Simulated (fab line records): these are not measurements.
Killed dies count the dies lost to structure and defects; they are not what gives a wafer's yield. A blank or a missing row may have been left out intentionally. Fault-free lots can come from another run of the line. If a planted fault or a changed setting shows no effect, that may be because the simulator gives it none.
Which tool did it? | flow n5-finfet | 72 wafers from 24 lots sampled at 6 of the route's 1938 steps

## WHAT THE GAUGES SHOWED, per wafer
N5_BEOL_M1_CD_MEAS_11: target cd 17.05 nm.
lot  | measured     | on        | cd-nm (nm)
L074 | day 6 05:08  | cd-sem-02 | 16.74 17.02 16.91
L075 | day 6 08:23  | cd-sem-03 | 17.34 17.06 17.12
L076 | day 6 14:10  | cd-sem-03 | 16.99 16.55 16.94
L077 | day 6 22:43  | cd-sem-01 | 16.63 16.94 16.73
L078 | day 6 23:02  | cd-sem-03 | 16.82 17.44 17.67
L079 | day 7 06:05  | cd-sem-03 | 16.63 16.73 16.85
L081 | day 8 02:22  | cd-sem-02 | 16.99 17.32 16.79
L080 | day 8 03:14  | cd-sem-02 | 17.14 16.80 17.20
L082 | day 8 04:46  | cd-sem-01 | 17.26 17.65 17.13
L083 | day 8 11:40  | cd-sem-02 | 17.39 16.68 17.07
L084 | day 8 12:26  | cd-sem-03 | 16.68 16.74 16.73
L085 | day 8 20:20  | cd-sem-03 | 16.89 16.39 16.92
L086 | day 9 00:20  | cd-sem-02 | 16.48 16.83 17.07
L087 | day 9 10:13  | cd-sem-02 | 17.71 17.51 17.05
L088 | day 9 10:28  | cd-sem-01 | 17.01 16.88 17.34
L089 | day 9 21:22  | cd-sem-03 | 16.64 16.81 17.08
L090 | day 10 01:59 | cd-sem-02 | 17.08 17.09 16.95
L091 | day 10 07:43 | cd-sem-03 | 16.92 17.49 17.47
L092 | day 10 11:34 | cd-sem-01 | 17.17 17.05 17.38
L093 | day 11 00:38 | cd-sem-01 | 17.17 16.99 16.82
L094 | day 11 00:52 | cd-sem-01 | 16.66 16.69 17.32
L095 | day 11 10:52 | cd-sem-01 | 16.69 16.70 16.81
L096 | day 11 18:28 | cd-sem-02 | 16.79 17.04 16.44
L097 | day 12 04:22 | cd-sem-02 | 16.91 17.15 17.23

N5_BEOL_M1_CD_MEAS_18: pitch 36 nm, target cd 18 nm.
lot  | measured     | on        | cd-nm (nm)
L074 | day 6 05:41  | cd-sem-03 | 17.4 17.6 17.5
L075 | day 6 08:59  | cd-sem-02 | 18.0 18.0 17.9
L076 | day 6 14:47  | cd-sem-02 | 17.9 17.9 18.2
L077 | day 6 23:19  | cd-sem-03 | 17.3 17.5 17.7
L078 | day 6 23:35  | cd-sem-02 | 18.6 18.3 18.3
L079 | day 7 06:56  | cd-sem-01 | 17.7 17.8 17.0
L081 | day 8 03:08  | cd-sem-03 | 17.3 17.7 17.3
L080 | day 8 03:47  | cd-sem-03 | 18.0 17.8 17.3
L082 | day 8 05:19  | cd-sem-03 | 18.4 17.9 17.3
L083 | day 8 12:13  | cd-sem-03 | 18.1 18.3 18.0
L084 | day 8 12:59  | cd-sem-03 | 17.4 17.0 17.6
L085 | day 8 21:03  | cd-sem-03 | 18.3 17.5 17.2
L086 | day 9 00:53  | cd-sem-02 | 17.6 18.0 17.9
L087 | day 9 10:46  | cd-sem-02 | 18.1 17.6 17.5
L088 | day 9 11:01  | cd-sem-03 | 17.2 17.2 18.2
L089 | day 9 22:08  | cd-sem-02 | 17.6 17.3 17.4
L090 | day 10 02:40 | cd-sem-03 | 18.1 18.1 18.3
L091 | day 10 08:29 | cd-sem-03 | 18.2 17.5 18.2
L092 | day 10 12:07 | cd-sem-03 | 18.6 17.8 18.5
L093 | day 11 01:16 | cd-sem-01 | 17.3 17.7 17.7
L094 | day 11 01:25 | cd-sem-03 | 17.7 17.0 18.2
L095 | day 11 11:42 | cd-sem-01 | 17.9 17.0 17.3
L096 | day 11 19:07 | cd-sem-01 | 18.0 17.9 18.2
L097 | day 12 04:55 | cd-sem-02 | 17.3 17.4 16.9

## TOOL THAT RAN EACH LOT (tool first, then ch and the chambers of the sampled wafers, then the start)
lot  | N5_BEOL_M0_STRIP_142               | N5_BEOL_M0_ANNEAL_133        | N5_BEOL_M0_ANNEAL_135        | N5_BEOL_M1_HM_OPEN_17
L074 | rie-diel-05 ch 0,1,3, day 5 23:23  | pvd-sputter-03, day 6 01:42  | pvd-sputter-03, day 6 01:49  | rie-metal-01 ch 0,1, day 6 05:31
L075 | rie-diel-05 ch 0,1,2, day 6 01:32  | pvd-sputter-03, day 6 04:18  | pvd-sputter-03, day 6 04:25  | rie-metal-03 ch 0,1, day 6 08:47
L076 | rie-diel-05 ch 1,2,3, day 6 08:33  | pvd-sputter-03, day 6 10:25  | pvd-sputter-03, day 6 10:32  | rie-metal-03 ch 0,1, day 6 14:36
L077 | rie-diel-04 ch 0,1, day 6 17:59    | pvd-sputter-01, day 6 19:35  | pvd-sputter-01, day 6 19:42  | rie-metal-01 ch 0,1, day 6 23:05
L078 | rie-diel-01 ch 0,2,3, day 6 18:35  | pvd-sputter-03, day 6 20:29  | pvd-sputter-03, day 6 20:36  | rie-metal-03 ch 0,1, day 6 23:25
L079 | rie-diel-05 ch 0,1,2, day 7 01:46  | pvd-sputter-03, day 7 03:18  | pvd-sputter-03, day 7 03:25  | rie-metal-01 ch 0,1, day 7 06:45
L081 | rie-diel-05 ch 0,1,3, day 7 20:17  | pvd-sputter-01, day 7 23:27  | pvd-sputter-01, day 7 23:34  | rie-metal-02 ch 0,1, day 8 02:58
L080 | rie-diel-04 ch 1,2, day 7 22:22    | pvd-sputter-02, day 8 00:03  | pvd-sputter-02, day 8 00:10  | rie-metal-02 ch 0,1, day 8 03:37
L082 | rie-diel-01 ch 0,2,3, day 7 23:47  | pvd-sputter-01, day 8 02:14  | pvd-sputter-01, day 8 02:21  | rie-metal-03 ch 0,1, day 8 05:08
L083 | rie-diel-01 ch 0,1, day 8 07:53    | pvd-sputter-01, day 8 09:02  | pvd-sputter-01, day 8 09:10  | rie-metal-03 ch 0,1, day 8 12:02
L084 | rie-diel-05 ch 0,1,3, day 8 07:58  | pvd-sputter-01, day 8 09:34  | pvd-sputter-01, day 8 09:41  | rie-metal-02 ch 0,1, day 8 12:48
L085 | rie-diel-04 ch 1,2,3, day 8 13:50  | pvd-sputter-01, day 8 16:39  | pvd-sputter-01, day 8 16:46  | rie-metal-03 ch 0,1, day 8 20:52
L086 | rie-diel-01 ch 0,1, day 8 19:52    | pvd-sputter-03, day 8 21:34  | pvd-sputter-03, day 8 21:41  | rie-metal-03 ch 0,1, day 9 00:42
L087 | rie-diel-05 ch 0,1,2, day 9 03:07  | pvd-sputter-02, day 9 05:52  | pvd-sputter-02, day 9 05:59  | rie-metal-02 ch 0,1, day 9 10:35
L088 | rie-diel-04 ch 0,3, day 9 05:42    | pvd-sputter-02, day 9 07:19  | pvd-sputter-02, day 9 07:26  | rie-metal-02 ch 0,1, day 9 10:50
L089 | rie-diel-01 ch 0,2,3, day 9 16:44  | pvd-sputter-03, day 9 18:17  | pvd-sputter-03, day 9 18:25  | rie-metal-02 ch 0,1, day 9 21:57
L090 | rie-diel-04 ch 1,2,3, day 9 20:46  | pvd-sputter-02, day 9 22:38  | pvd-sputter-02, day 9 22:46  | rie-metal-03 ch 1, day 10 02:21
L091 | rie-diel-05 ch 0,1,3, day 10 01:00 | pvd-sputter-03, day 10 02:56 | pvd-sputter-03, day 10 03:03 | rie-metal-02 ch 0,1, day 10 08:19
L092 | rie-diel-04 ch 1,2, day 10 07:19   | pvd-sputter-02, day 10 08:43 | pvd-sputter-02, day 10 08:50 | rie-metal-03 ch 0,1, day 10 11:56
L093 | rie-diel-04 ch 1,3, day 10 16:48   | pvd-sputter-03, day 10 19:47 | pvd-sputter-03, day 10 19:54 | rie-metal-01 ch 0,1, day 11 01:02
L094 | rie-diel-01 ch 1,2,3, day 10 16:55 | pvd-sputter-01, day 10 20:08 | pvd-sputter-01, day 10 20:15 | rie-metal-01 ch 0,1, day 11 01:16
L095 | rie-diel-04 ch 0,1,3, day 11 05:34 | pvd-sputter-01, day 11 06:57 | pvd-sputter-01, day 11 07:04 | rie-metal-03 ch 0,1, day 11 11:28
L096 | rie-diel-05 ch 0,1,2, day 11 14:14 | pvd-sputter-03, day 11 16:09 | pvd-sputter-03, day 11 16:16 | rie-metal-02 ch 0, day 11 18:52
L097 | rie-diel-05 ch 0,1,2, day 11 21:42 | pvd-sputter-02, day 12 01:38 | pvd-sputter-02, day 12 01:46 | rie-metal-01 ch 0, day 12 04:44
- N5_BEOL_M0_STRIP_142: strips in N2/H2, time 10 s.
- N5_BEOL_M0_ANNEAL_133: time 60 s.
- N5_BEOL_M0_ANNEAL_135: time 60 s.
- N5_BEOL_M1_HM_OPEN_17: chemistry Cl2/BCl3, target TiN, target depth 20 nm, overetch 6 nm.

## AS READ BY THE TOOLS THEMSELVES (means over the sampled wafers that have a number; for cases with no such wafer, the mark the record gives instead)
N5_BEOL_M0_STRIP_142.
lot  | tool        | drypump-motor-current-A (A) | oes-product-au (a.u.) | rf-vpp-V (V) | showerhead-plenum-p-Torr (Torr) | throttle-valve-pct (%)
L074 | rie-diel-05 | 5.6                         | 0.75                  | 58.3         | 2.44                            | 23.59
L075 | rie-diel-05 | 5.5                         | 0.76                  | 58.6         | 2.51                            | 23.54
L076 | rie-diel-05 | 5.7                         | 0.73                  | 59.2         | 2.49                            | 23.38
L077 | rie-diel-04 | 5.9                         | 0.77                  | 59.8         | 2.52                            | 23.50
L078 | rie-diel-01 | 5.5                         | 0.73                  | 60.2         | 2.52                            | 23.79
L079 | rie-diel-05 | 5.5                         | 0.75                  | 58.4         | 2.51                            | 23.56
L081 | rie-diel-05 | 5.6                         | 0.74                  | 59.5         | 2.44                            | 23.60
L080 | rie-diel-04 | 6.0                         | 0.79                  | 59.4         | 2.48                            | 23.72
L082 | rie-diel-01 | 5.5                         | 0.73                  | 59.0         | 2.51                            | 23.79
L083 | rie-diel-01 | 6.1                         | 0.73                  | 59.3         | 2.62                            | 23.62
L084 | rie-diel-05 | 5.5                         | 0.74                  | 58.7         | 2.43                            | 23.62
L085 | rie-diel-04 | 5.7                         | 0.80                  | 58.8         | 2.48                            | 23.58
L086 | rie-diel-01 | 6.0                         | 0.76                  | 58.8         | 2.66                            | 23.59
L087 | rie-diel-05 | 5.5                         | 0.74                  | 59.0         | 2.50                            | 23.57
L088 | rie-diel-04 | 5.6                         | 0.76                  | 58.9         | 2.47                            | 23.38
L089 | rie-diel-01 | 5.5                         | 0.72                  | 58.8         | 2.51                            | 23.81
L090 | rie-diel-04 | 5.8                         | 0.79                  | 59.7         | 2.47                            | 23.61
L091 | rie-diel-05 | 5.6                         | 0.73                  | 58.5         | 2.43                            | 23.63
L092 | rie-diel-04 | 5.8                         | 0.83                  | 59.6         | 2.52                            | 23.68
L093 | rie-diel-04 | 5.9                         | 0.72                  | 57.8         | 2.42                            | 23.66
L094 | rie-diel-01 | 5.3                         | 0.74                  | 58.7         | 2.54                            | 23.78
L095 | rie-diel-04 | 5.8                         | 0.75                  | 59.2         | 2.46                            | 23.53
L096 | rie-diel-05 | 5.6                         | 0.71                  | 58.3         | 2.49                            | 23.61
L097 | rie-diel-05 | 5.6                         | 0.72                  | 58.4         | 2.49                            | 23.61

N5_BEOL_M0_ANNEAL_133.
lot  | tool           | heater-power-w (W) | susceptor-temp-C (C)
L074 | pvd-sputter-03 | 852                | 399.98
L075 | pvd-sputter-03 | 826                | 399.80
L076 | pvd-sputter-03 | 843                | 400.02
L077 | pvd-sputter-01 | 884                | 399.81
L078 | pvd-sputter-03 | 841                | 399.98
L079 | pvd-sputter-03 | 842                | 400.21
L081 | pvd-sputter-01 | 849                | 400.18
L080 | pvd-sputter-02 | 842                | 400.04
L082 | pvd-sputter-01 | 786                | 400.01
L083 | pvd-sputter-01 | 864                | 399.73
L084 | pvd-sputter-01 | 859                | 400.04
L085 | pvd-sputter-01 | 830                | 399.92
L086 | pvd-sputter-03 | 801                | 400.12
L087 | pvd-sputter-02 | 799                | 400.01
L088 | pvd-sputter-02 | 773                | 399.89
L089 | pvd-sputter-03 | 860                | 400.09
L090 | pvd-sputter-02 | 842                | 399.92
L091 | pvd-sputter-03 | 817                | 400.08
L092 | pvd-sputter-02 | 837                | 400.00
L093 | pvd-sputter-03 | 866                | 399.74
L094 | pvd-sputter-01 | 882                | 400.05
L095 | pvd-sputter-01 | 783                | 400.13
L096 | pvd-sputter-03 | 828                | 399.94
L097 | pvd-sputter-02 | 790                | 399.87

N5_BEOL_M0_ANNEAL_135.
lot  | tool           | heater-power-w (W) | susceptor-temp-C (C)
L074 | pvd-sputter-03 | 856                | 399.70
L075 | pvd-sputter-03 | 849                | 400.08
L076 | pvd-sputter-03 | 849                | 399.89
L077 | pvd-sputter-01 | 870                | 400.08
L078 | pvd-sputter-03 | 838                | 399.92
L079 | pvd-sputter-03 | 845                | 399.87
L081 | pvd-sputter-01 | 836                | 399.95
L080 | pvd-sputter-02 | 839                | 400.07
L082 | pvd-sputter-01 | 796                | 400.19
L083 | pvd-sputter-01 | 880                | 399.88
L084 | pvd-sputter-01 | 844                | 400.01
L085 | pvd-sputter-01 | 853                | 399.92
L086 | pvd-sputter-03 | 811                | 399.81
L087 | pvd-sputter-02 | 777                | 400.07
L088 | pvd-sputter-02 | 770                | 400.15
L089 | pvd-sputter-03 | 862                | 400.00
L090 | pvd-sputter-02 | 841                | 399.96
L091 | pvd-sputter-03 | 819                | 400.02
L092 | pvd-sputter-02 | 834                | 399.91
L093 | pvd-sputter-03 | 875                | 400.02
L094 | pvd-sputter-01 | 888                | 400.21
L095 | pvd-sputter-01 | 773                | 399.90
L096 | pvd-sputter-03 | 806                | 399.98
L097 | pvd-sputter-02 | 780                | 399.89

N5_BEOL_M1_HM_OPEN_17.
lot  | tool         | drypump-motor-current-A (A) | he-backside-leak-sccm (sccm) | oes_ar_750_au (a.u.) | oes-product-au (a.u.) | rf-fwd-power-W (W) | throttle-valve-pct (%)
L074 | rie-metal-01 | 5.77                        | 3.2                          | 0.96                 | 0.83                  | 989                | 22.30
L075 | rie-metal-03 | 5.73                        | 3.4                          | 0.60                 | 0.54                  | 989                | 22.53
L076 | rie-metal-03 | 5.71                        | 3.4                          | 0.60                 | 0.53                  | 990                | 22.55
L077 | rie-metal-01 | 5.81                        | 3.1                          | 0.96                 | 0.80                  | 989                | 22.37
L078 | rie-metal-03 | 5.72                        | 3.3                          | 0.58                 | 0.52                  | 986                | 22.46
L079 | rie-metal-01 | 5.77                        | 3.1                          | 0.93                 | 0.80                  | 989                | 22.32
L081 | rie-metal-02 | 5.45                        | 3.2                          | 0.80                 | 0.71                  | 992                | 22.02
L080 | rie-metal-02 | 5.53                        | 3.4                          | 0.81                 | 0.71                  | 990                | 21.93
L082 | rie-metal-03 | 5.72                        | 4.2                          | 0.71                 | 0.63                  | 994                | 22.48
L083 | rie-metal-03 | 5.73                        | 3.2                          | 0.81                 | 0.72                  | 993                | 22.30
L084 | rie-metal-02 | 5.46                        | 3.2                          | 0.79                 | 0.71                  | 997                | 22.01
L085 | rie-metal-03 | 5.71                        | 3.3                          | 0.71                 | 0.64                  | 992                | 22.44
L086 | rie-metal-03 | 5.71                        | 3.3                          | 0.80                 | 0.70                  | 989                | 22.33
L087 | rie-metal-02 | 5.46                        | 3.8                          | 0.79                 | 0.71                  | 991                | 21.99
L088 | rie-metal-02 | 5.56                        | 3.3                          | 0.80                 | 0.70                  | 994                | 21.93
L089 | rie-metal-02 | 5.56                        | 3.3                          | 0.80                 | 0.70                  | 998                | 21.94
L090 | rie-metal-03 | 5.71                        | 3.2                          | 0.89                 | 0.78                  | 988                | 22.17
L091 | rie-metal-02 | 5.46                        | 3.4                          | 0.79                 | 0.70                  | 992                | 22.02
L092 | rie-metal-03 | 5.70                        | 3.3                          | 0.69                 | 0.60                  | 994                | 22.49
L093 | rie-metal-01 | 5.82                        | 3.3                          | 0.92                 | 0.76                  | 989                | 22.41
L094 | rie-metal-01 | 5.82                        | 3.0                          | 0.92                 | 0.75                  | 995                | 22.41
L095 | rie-metal-03 | 5.72                        | 3.4                          | 0.78                 | 0.69                  | 994                | 22.33
L096 | rie-metal-02 | 5.65                        | 3.6                          | 0.80                 | 0.69                  | 994                | 21.86
L097 | rie-metal-01 | 5.75                        | 3.1                          | 0.87                 | 0.76                  | 990                | 22.25

## THE ANSWER, worked out from the rows above alone
Rule: what is usual is taken from the lots themselves. The widest of any qualifying gaps counts: lots, ordered by their means at a reading, are off when they make up no more than a third of the lots, leave a main group of 4 or more, and stand apart from it by 3 or more times the standard deviation of that group's means. A main group is skipped when, at the precision printed for the reading in the tables above, its means are all equal. A lot without any number at a reading at which 4 lots or more have one is off too. The other lots that the step has rows for count as sound. After the gauges, taken in route order, come the tools' own readings; for these a lot's mean is taken, as printed above. At the first step where some lot is off, the reading lying furthest off is the one used; lots without a number count as furthest.
Nothing can be told from this: no lot is off at any reading shown.

## WHAT THE SIMULATOR PUT IN
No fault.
